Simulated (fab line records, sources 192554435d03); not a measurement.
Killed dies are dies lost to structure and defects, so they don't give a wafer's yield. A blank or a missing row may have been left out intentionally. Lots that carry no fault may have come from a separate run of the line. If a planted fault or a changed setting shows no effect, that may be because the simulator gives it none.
8D (eight disciplines) problem report, filled in by code -- flow n5_finfet -- the parts of the form that need people (team, actions taken, sign-off) are left out

## 1. PROBLEM STATEMENT
trench_depth_nm at N5_BEOL_M4_OCD_MEAS_38 reads a mean of 0.4 nm on 2 wafers of 2 lots; wafers without a fault read 55.3 nm with a standard deviation of 1.2. That puts it -46 standard deviations away from the usual mean.
Seen first at day 12 11:01 on ocd-02, wafer L879.5. At this step, 22 wafers from 8 lots have a number in the record. By rule, "out" or "out of limits" means more than 4 standard deviations away from the usual mean. Any other wafer with a number is counted as sound.

## 2. WHAT IT IS AND WHAT IT IS NOT
question,is,is not
which readings at this step,trench_depth_nm,-
which lots,"L879, L881","L868, L869, L872, L884, L885, L886"
which wafers of those lots,"L879.5, L881.6","L879.3, L881.2"
read on which gauges,"ocd-01, ocd-02",-
when,from day 12 11:01,"up to then (10 sound wafers); but 10 sound wafers of L881, L884, L885, L886 came after"

## 3. SUSPECTS, AND WHAT RULES EACH OUT
Counting: any tool at a process step up to the reading remains a suspect provided it ran every lot that is out. Sound lots after the first of them don't rule it out here, since some wafers of a struck lot are sound.
- ruled out: the gauge at N5_BEOL_M4_OCD_MEAS_38. The wafers that are out were read on 2 gauges (ocd-01, ocd-02).
- rie_diel-04 at N5_BEOL_M4_ETCH_64 (etches SOC in N2/H2, target depth 75 nm, overetch 22.5 nm, time 121.9 s): kept. It ran every lot that is out, first L879 (day 11 14:58); its last sound lot up to then is L869 (day 8 20:52).
- rie_metal-03 at N5_BEOL_M4_HM_OPEN_17 (chemistry Cl2/BCl3, target TiN, target depth 20 nm, overetch 6 nm): kept. It ran every lot that is out, first L879 (day 11 15:11); its last sound lot up to then is L872 (day 9 14:40).
- Within rie_diel-04 at N5_BEOL_M4_ETCH_64: the wafers that are out ran in chambers 1, 2; their sound lot-mates ran in chambers 0, 3.
What counting leaves: rie_diel-04 at N5_BEOL_M4_ETCH_64 and rie_metal-03 at N5_BEOL_M4_HM_OPEN_17.

## 4. THE CAUSE (what the simulator had put in)
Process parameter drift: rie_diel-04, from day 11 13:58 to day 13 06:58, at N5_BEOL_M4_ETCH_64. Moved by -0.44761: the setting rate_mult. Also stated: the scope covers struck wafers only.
2 suspects survive the count, and this tool is in that group.

## 5. THE EFFECT CHAIN, in route order
Rows list readings where the struck wafers' mean (over those with a number) sits beyond 3 standard deviations from the usual. Scope: only readings with a usual standard deviation given in the record; hours: median across lots of the time from each lot's start at the first step in this table that gives one to its start at this step; sigmas: change in usual standard deviations.
hours,step,reading,usual,on struck wafers,change,sigmas
0,N5_BEOL_M4_HM_OPEN_17,oes_product_au,0.63 a.u.,0.44,-0.19,-3.7
13,N5_BEOL_M4_OCD_MEAS_38,trench_depth_nm,55.3 nm,0.4,-54.9,-46
113,N5_PASSIVATION_PROBE_49,defect_limited_yield,91.1 %,0.2,-90.9,-65
113,N5_PASSIVATION_PROBE_49,killed_at_M4_up,14,1092,+1078,+99 or more
113,N5_PASSIVATION_PROBE_49,killed_dies,105,1177,+1072,+63
113,N5_PASSIVATION_PROBE_49,killed_on_rim,14,152,+138,+34
113,N5_PASSIVATION_PROBE_49,sort_bin_5_function,5.3 %,95.8,+90.5,+95
113,N5_PASSIVATION_PROBE_49,sort_n_pass,1075,3,-1072,-63
113,N5_PASSIVATION_PROBE_49,sort_yield_pct,91.1 %,0.2,-90.9,-65
Here are the process steps it includes:
- N5_BEOL_M4_HM_OPEN_17: chemistry Cl2/BCl3, target TiN, target depth 20 nm, overetch 6 nm.
- N5_PASSIVATION_PROBE_49
Readings that are blank on the struck wafers while sound wafers have them: cd_nm at N5_BEOL_M4_CD_MEAS_18.

## 6. HOW IT WOULD HAVE BEEN CAUGHT EARLIER
The first out-of-limits reading at a measuring or inspecting step in this record came at day 12 11:01, 21 hours after the fault's start at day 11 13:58.
Between N5_BEOL_M4_ETCH_64 and N5_BEOL_M4_OCD_MEAS_38, N5_BEOL_M4_CD_MEAS_18 gave no cd_nm on the struck wafers, where sound wafers have one: a measuring or inspecting step that comes back empty is itself a sign.
Of the tool readings at N5_BEOL_M4_ETCH_64 for which the record gives a usual standard deviation, none was out on any struck wafer, so an alarm limit of 4 standard deviations on them would not have fired.
All the lots that are out (2) had begun N5_BEOL_M4_ETCH_64 on rie_diel-04 by day 12 11:01. Had the tool been put on hold then, not one of them would have been saved.
